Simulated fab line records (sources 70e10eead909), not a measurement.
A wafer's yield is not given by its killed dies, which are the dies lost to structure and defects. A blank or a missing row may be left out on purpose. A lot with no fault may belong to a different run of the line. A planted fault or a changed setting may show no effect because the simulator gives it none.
fab line records + flow nandHarc
[record]
- lots = 6
- wafers = 18
- lastDay = 32
route steps=1302 shown P_CONTACT@236 END@1302
lots untouched by any fault: they come from a run of this same line in which no faults occurred
startH: start of the lot's first displayed wafer, in hours after the record's first day + waitH: hours since the lot's step before + " unchanged from the row above + L1.1+2: several wafers, shown together as one row + - no value, or no start given + * or withheld: withheld + < > ~ a bound
route shown NAME@n: NAME is a module with steps in the file, n the number in the route of the first one + usual: mean and standard deviation over wafers with no fault + same: alike in all rows + chamber/n: place in a boat + sites: the reading at each site + _std_site: the standard deviation of these + _edge_site: outer sites' mean less inner sites' + radiusMm: how far each site lies from the wafer's centre + mask NAME#n: copy n + behind: the tool/chamber that last shaped the wafer + hold: why the lot went on hold/how many hours it stayed there/how the hold came to an end + device: the transistor (n, p or np) that didn't switch + end of line: the tests these same wafers got at the end of their route + for a step that has no rows: nothing shown but its recipe + killed: dies that structure and defects cost at the first sort, which is not the same as the wafer's yield + map: per-die view of a wafer (x killed, . not killed, _ where there is no die)
set.NAME: the setting as run; set.NAME@STEP: as run at that earlier step + model.NAME: the simulator's own value behind a step, which no gauge read
lots at some steps of the route; a table a step, a row a wafer
services: from which hour (startH, from the record's first day; less than 0 if before it) a tool's chamber was out of use, for how many hours, and why
[[steps]]
[step NHARC_P_CONTACT_ETCH_35]
[recipe]
- targetDepthA = 390
- overEtchFrac = 0.3
- timeS = 65
- ionEnergyEv = 80
- cf4FlowSccm = 150
- arFlowSccm = 0
- rfW = 300
- biasW = 100
- chemistry = CF4
[usual]
- drypumpMotorCurrentA = 5.8/0.34
- mfcArSccm = 0.014/0.015
- oesProductAu = 1.001/0.013
- rfFwdPowerW = 297.2/1.1
- rfVppV = 151.7/1.1
- showerheadPlenumPTorr = 1.80/0.054
- throttleValvePct = 13.283/0.0088
[same]
- timeS = 65
| lot.wafer | tool       | chamber | startH | waitH | drypumpMotorCurrentA | mfcArSccm | oesProductAu | rfFwdPowerW | rfHoursCounterH | rfVppV | showerheadPlenumPTorr | throttleValvePct |
|-----------|------------|---------|--------|-------|----------------------|-----------|--------------|-------------|-----------------|--------|-----------------------|------------------|
| L418.2    | rieDiel-05 | 0       | 122.51 | 0.1   | 6.0                  | 0         | 0.964        | 298.2       | 2.5             | 151.1  | 1.82                  | 13.290           |
| L418.1    | "          | 2       | "      | "     | 5.4                  | 0.020     | 0.999        | 296.6       | 2.4             | 152.1  | 1.76                  | 13.299           |
| L418.5    | "          | 0       | "      | "     | 6.0                  | 0         | 0.979        | 296.2       | -               | 150.9  | 1.82                  | 13.287           |
| L420.2    | rieDiel-12 | 3       | 145.04 | 0.1   | 5.6                  | 0         | 0.998        | 295.2       | 0.8             | 153.0  | 1.79                  | 13.269           |
| L420.3    | "          | 1       | "      | "     | 5.8                  | 0.018     | 0.996        | 296.6       | 0.6             | 152.9  | 1.87                  | 13.271           |
| L420.6    | "          | 3       | "      | "     | 5.6                  | 0         | 0.993        | 296.8       | -               | 150.5  | 1.79                  | 13.283           |
| L425.4    | rieDiel-05 | 2       | 197.44 | 0.1   | 5.4                  | 0.020     | 0.989        | 294.5       | 6.1             | 152.7  | 1.76                  | 13.286           |
| L425.2    | "          | 3       | "      | "     | 6.4                  | 0.001     | 1.003        | 297.1       | 5.8             | 151.5  | 1.80                  | 13.278           |
| L425.5    | "          | 1       | "      | "     | 5.9                  | 0.015     | 1.004        | 297.0       | -               | 151.0  | 1.85                  | 13.281           |
| L428.2    | rieDiel-12 | 0       | 229.99 | 0.1   | 5.9                  | 0         | 1.009        | 297.2       | 3.7             | 150.7  | 1.73                  | 13.274           |
| L428.1    | "          | 1       | "      | "     | 5.8                  | 0.018     | 0.995        | 297.8       | 3.2             | 151.8  | 1.87                  | 13.283           |
| L428.6    | "          | 2       | "      | "     | 5.9                  | 0.045     | 1.011        | 296.7       | -               | 151.6  | 1.85                  | 13.279           |
| L432.3    | rieDiel-12 | 1       | 264.58 | 0.1   | 5.8                  | 0.018     | 0.988        | 298.7       | 4.9             | 152.4  | 1.87                  | 13.285           |
| L432.1    | "          | 2       | "      | "     | 5.9                  | 0.045     | 1.003        | 297.9       | 5.4             | 152.2  | 1.84                  | 13.282           |
| L432.4    | "          | 1       | "      | "     | 5.8                  | 0.018     | 1.002        | 297.5       | -               | 153.6  | 1.87                  | 13.272           |
| L437.3    | rieDiel-12 | 0       | 318.36 | 0.1   | 6.0                  | 0         | 0.984        | 296.7       | 1.3             | 150.9  | 1.73                  | 13.277           |
| L437.2    | "          | 3       | "      | "     | 5.6                  | 0         | 0.998        | 298.4       | 1.3             | 150.3  | 1.79                  | 13.288           |
| L437.5    | "          | 0       | "      | "     | 6.0                  | 0         | 0.986        | 295.6       | -               | 151.1  | 1.73                  | 13.278           |
[step NHARC_P_CONTACT_ETCH_36]
[recipe]
- targetDepthA = 2600
- overEtchFrac = 0.25
- timeS = 406.25
- ionEnergyEv = 200
- n2FlowSccm = 150
- h2FlowSccm = 150
- arFlowSccm = 0
- rfW = 400
- biasW = 150
- chemistry = N2/H2
[usual]
- drypumpMotorCurrentA = 5.8/0.35
- mfcArSccm = 0.013/0.015
- oesProductAu = 1.003/0.014
- rfFwdPowerW = 399.4/1.2
- rfVppV = 431.6/2
- showerheadPlenumPTorr = 2.08/0.067
- throttleValvePct = 14.171/0.0085
[same]
- timeS = 406.25
| lot.wafer | tool       | chamber | startH | waitH | drypumpMotorCurrentA | mfcArSccm | oesProductAu | rfFwdPowerW | rfHoursCounterH | rfVppV | showerheadPlenumPTorr | throttleValvePct |
|-----------|------------|---------|--------|-------|----------------------|-----------|--------------|-------------|-----------------|--------|-----------------------|------------------|
| L418.2    | rieDiel-05 | 0       | -      | -     | 6.0                  | 0         | 0.976        | 397.1       | 2.6             | 432.1  | 2.10                  | 14.166           |
| L418.1    | "          | 3       | "      | "     | 6.3                  | 0.001     | 1.018        | 397.8       | 2.2             | 432.7  | 2.08                  | 14.169           |
| L418.5    | "          | 0       | "      | "     | 6.0                  | 0         | 0.977        | 398.3       | -               | 432.1  | 2.10                  | 14.163           |
| L420.3    | rieDiel-12 | 0       | -      | -     | 6.0                  | 0         | 1.000        | 397.9       | 0.8             | 429.3  | 1.99                  | 14.159           |
| L420.2    | "          | 1       | "      | "     | 5.8                  | 0.018     | 0.986        | 399.4       | 0.6             | 434.3  | 2.17                  | 14.173           |
| L420.6    | "          | 0       | "      | "     | 6.0                  | 0         | 0.999        | 397.5       | -               | 429.6  | 1.99                  | 14.183           |
| L425.2    | rieDiel-05 | 2       | -      | -     | 5.4                  | 0.020     | 1.005        | 400.5       | 6.2             | 429.3  | 2.02                  | 14.174           |
| L425.4    | "          | 0       | "      | "     | 6.0                  | 0         | 0.981        | 400.3       | 6.6             | 431.8  | 2.10                  | 14.176           |
| L425.5    | "          | 2       | "      | "     | 5.4                  | 0.020     | 0.987        | 401.1       | -               | 432.5  | 2.02                  | 14.176           |
| L428.1    | rieDiel-12 | 3       | -      | -     | 5.6                  | 0         | 1.000        | 399.7       | 4.1             | 430.0  | 2.07                  | 14.174           |
| L428.2    | "          | 1       | "      | "     | 5.8                  | 0.018     | 1.008        | 400.3       | 3.3             | 434.5  | 2.17                  | 14.180           |
| L428.6    | "          | 3       | "      | "     | 5.6                  | 0         | 1.011        | 400.3       | -               | 431.5  | 2.07                  | 14.180           |
| L432.3    | rieDiel-12 | 0       | -      | -     | 6.0                  | 0         | 1.033        | 399.5       | 5.3             | 429.0  | 1.99                  | 14.164           |
| L432.1    | "          | 1       | "      | "     | 5.8                  | 0.018     | 1.001        | 399.0       | 4.9             | 432.6  | 2.17                  | 14.158           |
| L432.4    | "          | 2       | "      | "     | 5.9                  | 0.045     | 1.024        | 398.6       | -               | 434.8  | 2.14                  | 14.165           |
| L437.2    | rieDiel-12 | 0       | -      | -     | 6.0                  | 0         | 0.996        | 401.5       | 1.4             | 429.4  | 1.98                  | 14.164           |
| L437.3    | "          | 1       | "      | "     | 5.8                  | 0.018     | 1.003        | 399.4       | 1.2             | 433.7  | 2.17                  | 14.162           |
| L437.5    | "          | 1       | "      | "     | 5.8                  | 0.018     | 1.004        | 397.4       | -               | 434.1  | 2.17                  | 14.156           |
[step NHARC_P_CONTACT_ETCH_18]
[recipe]
- targetDepthA = 4810
- timeS = 240.5
- c4f8FlowSccm = 20
- o2FlowSccm = 10
- arFlowSccm = withheld
- rfW = 600
- biasW = 1500
- chemistry = C4F8/O2/Ar
[usual]
- oesProductAu = 0.959/0.021
- rfFwdPowerW = 598.3/1.8
- rfVppV = 981/4.4
[same]
- timeS = 240.5
| lot.wafer | tool       | chamber | startH | waitH | oesProductAu | rfFwdPowerW | rfHoursCounterH | rfVppV |
|-----------|------------|---------|--------|-------|--------------|-------------|-----------------|--------|
| L418.2    | rieDiel-05 | 1       | -      | -     | 0.965        | 599.6       | 3.0             | 985    |
| L418.1    | "          | 0       | "      | "     | 0.934        | 599.7       | 2.8             | 983    |
| L418.5    | "          | 2       | "      | "     | 0.974        | 598.3       | -               | 978    |
| L420.2    | rieDiel-12 | 3       | -      | -     | 0.962        | 601.5       | 1.0             | 980    |
| L420.3    | "          | 2       | "      | "     | 0.975        | 597.4       | 0.9             | 985    |
| L420.6    | "          | 0       | "      | "     | 0.988        | 597.1       | -               | 975    |
| L425.2    | rieDiel-05 | 2       | -      | -     | 0.965        | 599.7       | 6.4             | 978    |
| L425.4    | "          | 0       | "      | "     | 0.951        | 595.5       | 6.7             | 982    |
| L425.5    | "          | 3       | "      | "     | 0.969        | 597.7       | -               | 979    |
| L428.1    | rieDiel-12 | 3       | -      | -     | 0.955        | 598.8       | 4.3             | 980    |
| L428.2    | "          | 0       | "      | "     | 0.983        | 596.0       | 4.0             | 976    |
| L428.6    | "          | 1       | "      | "     | 0.959        | 595.0       | -               | 986    |
| L432.3    | rieDiel-12 | 1       | -      | -     | 0.959        | 598.3       | 5.1             | 986    |
| L432.1    | "          | 2       | "      | "     | 0.975        | 599.5       | 5.7             | 983    |
| L432.4    | "          | 2       | "      | "     | 0.971        | 598.3       | -               | 984    |
| L437.3    | rieDiel-12 | 2       | -      | -     | 0.974        | 602.5       | 1.0             | 984    |
| L437.2    | "          | 1       | "      | "     | 0.954        | 598.2       | 1.5             | 985    |
| L437.5    | "          | 3       | "      | "     | 0.971        | 598.1       | -               | 980    |
[step NHARC_P_CONTACT_STRIP_37]
[recipe]
- c4f8FlowSccm = withheld
- o2FlowSccm = 8
- arFlowSccm = withheld
- biasW = 0
- chemistry = C4F8/O2/Ar
[step NHARC_P_CONTACT_ETCH_31]
[recipe]
- targetDepthA = 300
- timeS = 85.7
- ionEnergyEv = 120
- overEtchFrac = 1
- ch3fFlowSccm = 50
- o2FlowSccm = 30
- arFlowSccm = 200
- rfW = 500
- biasW = 100
- chemistry = CH3F/O2
[step NHARC_P_CONTACT_CD_MEAS_19]
[usual]
- cdNm = 90.7/1.9
| lot.wafer | tool     | chamber | startH | waitH | cdNm |
|-----------|----------|---------|--------|-------|------|
| L418.1    | cdSem-03 | -       | 123.28 | -     | 89.3 |
| L418.2    | "        | -       | "      | "     | 92.0 |
| L418.5    | "        | -       | "      | "     | 87.9 |
| L420.2    | cdSem-02 | -       | 145.82 | -     | 89.8 |
| L420.3    | "        | -       | "      | "     | 88.3 |
| L420.6    | "        | -       | "      | "     | 92.0 |
| L425.2    | cdSem-01 | -       | 198.22 | -     | 88.5 |
| L425.4    | "        | -       | "      | "     | 88.9 |
| L425.5    | "        | -       | "      | "     | 90.9 |
| L428.1    | cdSem-01 | -       | 230.75 | -     | 89.5 |
| L428.2    | "        | -       | "      | "     | 89.9 |
| L428.6    | "        | -       | "      | "     | 89.8 |
| L432.1    | cdSem-02 | -       | 265.49 | -     | 90.0 |
| L432.3    | "        | -       | "      | "     | 90.1 |
| L432.4    | "        | -       | "      | "     | 89.5 |
| L437.2    | cdSem-02 | -       | 319.15 | -     | 90.1 |
| L437.3    | "        | -       | "      | "     | 92.2 |
| L437.5    | "        | -       | "      | "     | 90.2 |
[step NHARC_P_CONTACT_STRIP_28]
[recipe]
- o2FlowSccm = 500
- arFlowSccm = 0
- biasW = 0
- chemistry = O2
[usual]
- drypumpMotorCurrentA = 5.8/0.54
- mfcArSccm = 0.013/0.012
- o2FlowSccm = 500.2/1.6
- oesProductAu = 1.002/0.013
- rfVppV = 57.8/0.86
- showerheadPlenumPTorr = 3.54/0.13
- throttleValvePct = 17.038/0.0083
| lot.wafer | tool       | chamber | startH | waitH | drypumpMotorCurrentA | mfcArSccm | o2FlowSccm | oesProductAu | rfHoursCounterH | rfVppV | showerheadPlenumPTorr | throttleValvePct |
|-----------|------------|---------|--------|-------|----------------------|-----------|------------|--------------|-----------------|--------|-----------------------|------------------|
| L418.1    | rieDiel-12 | 2       | 123.36 | 0.1   | 5.9                  | 0.045     | 500.8      | 1.009        | 0.2             | 58.3   | 3.68                  | 17.040           |
| L418.2    | "          | 3       | "      | "     | 5.6                  | 0         | 498.3      | 0.996        | 0.2             | 57.6   | 3.58                  | 17.028           |
| L418.5    | "          | 3       | "      | "     | 5.6                  | 0         | 498.8      | 0.984        | -               | 59.8   | 3.58                  | 17.035           |
| L420.3    | rieDiel-01 | 0       | 145.89 | 0.1   | 4.8                  | 0         | 500.9      | 1.024        | 3.7             | 56.6   | 3.53                  | 17.041           |
| L420.2    | "          | 1       | "      | "     | 6.3                  | 0.017     | 502.9      | 0.987        | 3.9             | 56.4   | 3.63                  | 17.022           |
| L420.6    | "          | 1       | "      | "     | 6.3                  | 0.017     | 502.2      | 0.987        | -               | 57.4   | 3.63                  | 17.048           |
| L425.4    | rieDiel-01 | 3       | 198.30 | 0.1   | 6.3                  | 0.021     | 501.5      | 1.000        | 5.2             | 58.0   | 3.62                  | 17.037           |
| L425.2    | "          | 0       | "      | "     | 4.8                  | 0         | 497.1      | 1.027        | 5.0             | 56.5   | 3.53                  | 17.046           |
| L425.5    | "          | 3       | "      | "     | 6.3                  | 0.021     | 500.8      | 0.992        | -               | 58.0   | 3.62                  | 17.049           |
| L428.1    | rieDiel-12 | 3       | 230.86 | 0.1   | 5.6                  | 0         | 502.2      | 1.008        | 4.4             | 57.5   | 3.58                  | 17.048           |
| L428.2    | "          | 0       | "      | "     | 6.0                  | 0         | 500.4      | 1.011        | 4.1             | 58.5   | 3.44                  | 17.033           |
| L428.6    | "          | 2       | "      | "     | 5.9                  | 0.045     | 499.4      | 1.016        | -               | 58.8   | 3.68                  | 17.050           |
| L432.3    | rieDiel-01 | 0       | 265.56 | 0.1   | 4.8                  | 0         | 501.5      | 0.994        | 1.5             | 58.0   | 3.53                  | 17.044           |
| L432.1    | "          | 1       | "      | "     | 6.3                  | 0.017     | 501.9      | 1.005        | 1.4             | 57.8   | 3.63                  | 17.037           |
| L432.4    | "          | 3       | "      | "     | 6.3                  | 0.021     | 495.5      | 1.026        | 1.3             | 57.3   | 3.62                  | 17.043           |
| L437.2    | rieDiel-01 | 2       | 319.24 | 0.1   | 5.7                  | 0.013     | 499.6      | 0.987        | 2.3             | 56.7   | 3.31                  | 17.033           |
| L437.3    | "          | 3       | "      | "     | 6.3                  | 0.021     | 497.7      | 1.026        | 2.3             | 59.5   | 3.62                  | 17.043           |
| L437.5    | "          | 2       | "      | "     | 5.7                  | 0.013     | 501.4      | 0.999        | -               | 57.4   | 3.31                  | 17.057           |
[step NHARC_P_CONTACT_STRIP_29]
[recipe]
- timeS = 1200
- tempC = 72.5
- chemistry = postEtchResidueRemover
[step NHARC_P_CONTACT_DEGAS_38]
[recipe]
- tempC = 300
- timeS = 60
[step NHARC_P_CONTACT_PRE_CLEAN_39]
[recipe]
- timeS = 19.5
- biasV = 250
- gas = Ar
[step NHARC_P_CONTACT_PVD_32]
[recipe]
- targetThkA = 50
- chamberPressurePa = 5
- powerW = 5000
- substrateTempC = 200
- timeS = 17.7
- material = Ti
[usual]
- throttleValvePct = 30.3/0.96
[same]
- timeS = 17.7
| lot.wafer | tool          | chamber | startH | waitH | throttleValvePct |
|-----------|---------------|---------|--------|-------|------------------|
| L418.2    | pvdSputter-03 | -       | -      | -     | 29.7             |
| L418.1    | "             | -       | "      | "     | 32.2             |
| L418.5    | "             | -       | "      | "     | 29.7             |
| L420.3    | pvdSputter-02 | -       | -      | -     | 31.4             |
| L420.2    | "             | -       | "      | "     | 29.3             |
| L420.6    | "             | -       | "      | "     | 30.6             |
| L425.2    | pvdSputter-01 | -       | -      | -     | 31.2             |
| L425.4    | "             | -       | "      | "     | 29.3             |
| L425.5    | "             | -       | "      | "     | 31.1             |
| L428.1    | pvdSputter-03 | -       | -      | -     | 29.4             |
| L428.2    | "             | -       | "      | "     | 30.1             |
| L428.6    | "             | -       | "      | "     | 31.8             |
| L432.4    | pvdSputter-03 | -       | -      | -     | 29.3             |
| L432.3    | "             | -       | "      | "     | 30.0             |
| L432.1    | "             | -       | "      | "     | 30.5             |
| L437.3    | pvdSputter-03 | -       | -      | -     | 31.4             |
| L437.2    | "             | -       | "      | "     | 29.5             |
| L437.5    | "             | -       | "      | "     | 31.6             |
[step NHARC_P_CONTACT_ALD_22]
[recipe]
- targetThkA = 30
- pulseTimeS = 1
- aldCycles = 150
- tempC = 450
- material = TiN
[step NHARC_P_CONTACT_CVD_23]
[recipe]
- targetThkA = 2000
- tempC = 300
- pressureTorr = 40
- wf6FlowSccm = 40
- h2FlowSccm = 1600
- arFlowSccm = 1560
- timeS = 557
- material = W
[usual]
- heaterPowerOuterW = 249/26
- heaterPowerW = 451/48
- mfcArSccm = 1561/4.9
- throttleValvePct = 8.11/0.3
[same]
- timeS = 557
| lot.wafer | tool    | chamber | startH | waitH | heaterPowerOuterW | heaterPowerW | mfcArSccm | throttleValvePct |
|-----------|---------|---------|--------|-------|-------------------|--------------|-----------|------------------|
| L418.1    | cvdW-02 | 0       | 124.43 | -     | 213               | 400          | 1567      | 7.99             |
| L418.2    | "       | 1       | "      | "     | 264               | 490          | 1562      | 8.20             |
| L418.5    | "       | 0       | "      | "     | 218               | 399          | 1563      | 8.21             |
| L420.2    | cvdW-02 | 1       | 147.06 | -     | 275               | 488          | 1572      | 8.17             |
| L420.3    | "       | 1       | "      | "     | 272               | 484          | 1566      | 8.02             |
| L420.6    | "       | 0       | "      | "     | 218               | 396          | 1560      | 8.04             |
| L425.2    | cvdW-02 | 1       | 199.37 | -     | 269               | 485          | 1559      | 8.21             |
| L425.4    | "       | 1       | "      | "     | 269               | 477          | 1563      | 8.27             |
| L425.5    | "       | 1       | "      | "     | 270               | 483          | 1567      | 8.20             |
| L425.2    | cvdW-02 | 1       | 200.16 | 0.7   | 268               | 487          | 1567      | 8.25             |
| L425.4    | "       | 1       | "      | "     | 264               | 494          | 1557      | 8.13             |
| L425.5    | "       | 1       | "      | "     | 271               | 490          | 1563      | 8.23             |
| L428.1    | cvdW-02 | 0       | 231.91 | -     | 216               | 396          | 1556      | 7.98             |
| L428.2    | "       | 1       | "      | "     | 271               | 495          | 1562      | 8.29             |
| L428.6    | "       | 0       | "      | "     | 217               | 391          | 1558      | 8.27             |
| L428.1    | cvdW-02 | 0       | 232.69 | 0.7   | 211               | 409          | 1563      | 8.40             |
| L428.2    | "       | 1       | "      | "     | 272               | 475          | 1561      | 8.48             |
| L428.6    | "       | 0       | "      | "     | 216               | 401          | 1566      | 8.23             |
| L432.1    | cvdW-01 | 1       | 266.65 | -     | 273               | 497          | 1560      | 8.39             |
| L432.4    | "       | 1       | "      | "     | 273               | 497          | 1554      | 8.48             |
| L432.3    | "       | 0       | "      | "     | 224               | 391          | 1563      | 7.85             |
| L437.2    | cvdW-01 | 1       | 320.30 | -     | 272               | 509          | 1548      | 8.66             |
| L437.3    | "       | 1       | "      | "     | 281               | 497          | 1554      | 8.56             |
| L437.5    | "       | 0       | "      | "     | 225               | 384          | 1558      | 7.85             |
[step NHARC_P_CONTACT_CMP_24]
[recipe]
- tOverpolishS = 30
- targetThkNm = 200
[usual]
- motorCurrentA = 11.5/0.7
- overpolishRunS = 30.001/0.0093
- timeToEndpointS = 39/4.1
| lot.wafer | tool   | chamber | startH | waitH | motorCurrentA | overpolishRunS | timeToEndpointS |
|-----------|--------|---------|--------|-------|---------------|----------------|-----------------|
| L418.2    | cmp-02 | 2       | 125.11 | 0.5   | 11.0          | 30.010         | 36              |
| L418.1    | "      | 3       | "      | "     | 11.0          | 30.012         | 42              |
| L418.5    | "      | 2       | "      | "     | 11.8          | 30.009         | 36              |
| L420.2    | cmp-02 | 3       | 147.62 | 0.5   | 10.6          | 29.995         | 41              |
| L420.3    | "      | 2       | "      | "     | 11.0          | 29.999         | 36              |
| L420.6    | "      | 0       | "      | "     | 12.5          | 29.992         | 35              |
| L425.2    | cmp-03 | 1       | 200.91 | 0.7   | 10.6          | 30.009         | 73              |
| L425.4    | "      | 3       | "      | "     | 11.1          | 30.012         | 75              |
| L425.5    | "      | 1       | "      | "     | 10.3          | 30.004         | 69              |
| L428.1    | cmp-04 | 3       | 233.48 | 0.7   | 11.5          | 29.980         | 80              |
| L428.2    | "      | 2       | "      | "     | 11.0          | 30.003         | 86              |
| L428.6    | "      | 0       | "      | "     | 11.2          | 30.004         | 77              |
| L432.1    | cmp-04 | 0       | 267.31 | 0.6   | 11.4          | 30.002         | 36              |
| L432.4    | "      | 1       | "      | "     | 12.9          | 30.003         | 40              |
| L432.3    | "      | 2       | "      | "     | 11.7          | 30.002         | 41              |
| L437.2    | cmp-04 | 1       | 320.96 | 0.6   | 12.9          | 29.993         | 39              |
| L437.3    | "      | 3       | "      | "     | 11.4          | 30.008         | 37              |
| L437.5    | "      | 1       | "      | "     | 12.3          | 30.004         | 40              |
[step NHARC_END_SORT_01]
[recipe]
- tempC = 25
[usual]
- killedAtArray = 46/15
- killedAtOther = 1.0/1.3
- killedAtPeriphery = 4/3
- killedDies = 51/15
- killedOpen = 3.2/1.8
- killedShort = 2.5/1.5
[same]
- grossDies = 677
| lot.wafer | tool      | chamber | startH | waitH | killedAtArray | killedAtOther | killedAtPeriphery | killedDies | killedOpen | killedShort |
|-----------|-----------|---------|--------|-------|---------------|---------------|-------------------|------------|------------|-------------|
| L425.2    | prober-01 | 0       | 639.12 | 2.8   | 37            | 0             | 2                 | 39         | 2          | 2           |
| L425.4    | prober-01 | 0       | 640.74 | 3.4   | 55            | 0             | 1                 | 56         | 5          | 3           |
| L425.5    | prober-01 | 0       | 641.55 | 3.7   | 58            | 1             | 3                 | 62         | 4          | 1           |
// killed by level:class
L425.2 A_CHANNEL_HOLE_D2:chamberFilmFlake=13 A_CHANNEL_HOLE_D1:chamberFilmFlake=5 A_CHANNEL_FILL_D1:chamberFilmFlake=3 A_SGD_CUT:chamberFilmFlake=3 A_CONTACT:chamberFilmFlake=3 P_ZERO_WELL:chamberFilmFlake=2 A_DECK1_JOINT:chamberFilmFlake=2 A_ONON_D1:geometricParticle:short=1
L425.4 A_CHANNEL_HOLE_D2:chamberFilmFlake=34 A_CONTACT:chamberFilmFlake=5 A_CHANNEL_FILL_D1:geometricParticle:short=2 A_CHANNEL_HOLE_D1:chamberFilmFlake=2 A_CHANNEL_FILL_D1:chamberFilmFlake=2 A_SGD_CUT:chamberFilmFlake=2 P_M0:geometricParticle:open=1 A_CHANNEL_HOLE_D2:geometricParticle:open=1
L425.5 A_CHANNEL_HOLE_D2:chamberFilmFlake=41 A_SGD_CUT:chamberFilmFlake=4 A_ZERO_WELL:chamberFilmFlake=3 A_CHANNEL_HOLE_D1:chamberFilmFlake=3 P_M1:geometricParticle:open=2 P_M2:geometricParticle:short=1 A_DECK1_JOINT:geometricParticle:open=1 A_ONON_D2:geometricParticle:open=1
[[services]]
| tool          | chamber | startH | hours | kind   |
|---------------|---------|--------|-------|--------|
| cmp-04        | -       | 111.06 | 4.0   | pm     |
| rieDiel-01    | 0       | 120.19 | 11.0  | repair |
| rieDiel-12    | 1       | 139.26 | 4.8   | repair |
| cvdW-02       | -       | 144.46 | 1.5   | repair |
| rieDiel-12    | 2       | 146.82 | 6.7   | repair |
| cmp-04        | -       | 154.71 | 3.3   | repair |
| rieDiel-01    | 1       | 155.12 | 3.3   | repair |
| rieDiel-01    | 3       | 155.19 | 8.8   | repair |
| rieDiel-12    | 1       | 159.29 | 3.9   | repair |
| pvdSputter-03 | -       | 170.00 | 10.0  | pm     |
| rieDiel-01    | -       | 203.80 | 9.0   | pm     |
| rieDiel-12    | 0       | 208.82 | 1.9   | repair |
| cmp-04        | -       | 209.06 | 4.0   | pm     |
| rieDiel-05    | 3       | 216.91 | 8.7   | repair |
| rieDiel-01    | 1       | 218.84 | 1.8   | repair |
| cvdW-02       | 0       | 223.57 | 5.4   | repair |
| rieDiel-05    | -       | 229.93 | 9.0   | pm     |
| rieDiel-12    | 3       | 264.07 | 2.9   | repair |
| rieDiel-12    | -       | 268.49 | 9.0   | pm     |
| cvdW-02       | -       | 269.07 | 13.0  | pm     |
| rieDiel-01    | 1       | 294.43 | 9.7   | repair |
| rieDiel-01    | 0       | 294.67 | 4.6   | repair |
| rieDiel-12    | -       | 299.90 | 0.9   | repair |
| cmp-04        | -       | 307.06 | 4.0   | pm     |
[[key]]
[firstSign]
- step = NHARC_P_CONTACT_CVD_23
- reading = visit
- direction = added
[effect]
- step = NHARC_P_CONTACT_CMP_24
- reading = timeToEndpointS
- direction = up
- sigmas = 9.2
- usual = *
- struck = *
metAt NHARC_P_CONTACT_CVD_23
struckWafers L425.2,L425.4,L425.5,L428.1,L428.2,L428.6
testerLeftOut L425,L428
[fault]
- kind = repeatedStepWhole
- tool = cvdW-01,cvdW-02
- chamber = -
- onsetH = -
- steps = NHARC_P_CONTACT_CVD_23
- times = 1
- scope = struckLotsOnly
// testerLeftOut: of these lots the tester's yield and bins aren't shown, on N5 and GAA mostly nor the transistor test; their killed dies are dies lost to structure and defects alone, not to doping, threshold or leakage, so they don't give the yield
